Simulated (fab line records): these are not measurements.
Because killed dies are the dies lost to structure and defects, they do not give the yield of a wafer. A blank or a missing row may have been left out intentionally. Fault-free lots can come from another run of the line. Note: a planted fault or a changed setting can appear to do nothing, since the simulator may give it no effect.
Which tool was responsible?	flow n5 finfet	route of 1938 steps, sampled at 1 step: 10 lots, 27 wafers

== WHAT EACH GAUGE READ, for each wafer ==
N5_BEOL_M2_THK_MEAS_53: measures by xrf.
lot	measured	on	M2_THK (nm)
L991	day 7 06:42	film metro-01	40.5 38.7 38.5
L995	day 8 02:51	film metro-02	36.6 41.5
L997	day 8 09:52	film metro-02	40.5 41.3
L100	day 9 06:49	film metro-02	40.9 37.3 43.0
L103	day 10 03:25	film metro-02	40.8 39.4
L104	day 10 13:25	film metro-01	38.2 40.1 40.3
L106	day 11 03:14	film metro-01	40.4 37.7 42.3
L111	day 12 19:06	film metro-01	41.1 37.2 38.8
L112	day 12 20:48	film metro-02	38.3 42.4 41.9
L113	day 12 22:38	film metro-02	41.2 40.3 41.9

== WHAT TOOL EACH LOT RAN ON (gives the tool, then ch and the chambers of the sampled wafers, and finally the start) ==
Record: no process step prior to these readings.

== THE ANSWER, worked out from the rows above alone ==
Rule: what is usual is taken from the lots themselves. Put in order of their means at a reading, lots are off if they are a third of the lots or fewer, leave a main group of 4 or more, and stand apart from it by a gap of 3 or more times the standard deviation of the main group's means; of several such gaps the widest counts. Not used: any main group whose means are identical at the precision the tables above print for the reading. A lot without any number at a reading at which 4 lots or more have one is off too. Where the step has rows for the other lots, those lots are counted as sound.
None of the lots is off at any reading shown; this tells nothing.

== WHAT THE SIMULATOR HAD INSERTED ==
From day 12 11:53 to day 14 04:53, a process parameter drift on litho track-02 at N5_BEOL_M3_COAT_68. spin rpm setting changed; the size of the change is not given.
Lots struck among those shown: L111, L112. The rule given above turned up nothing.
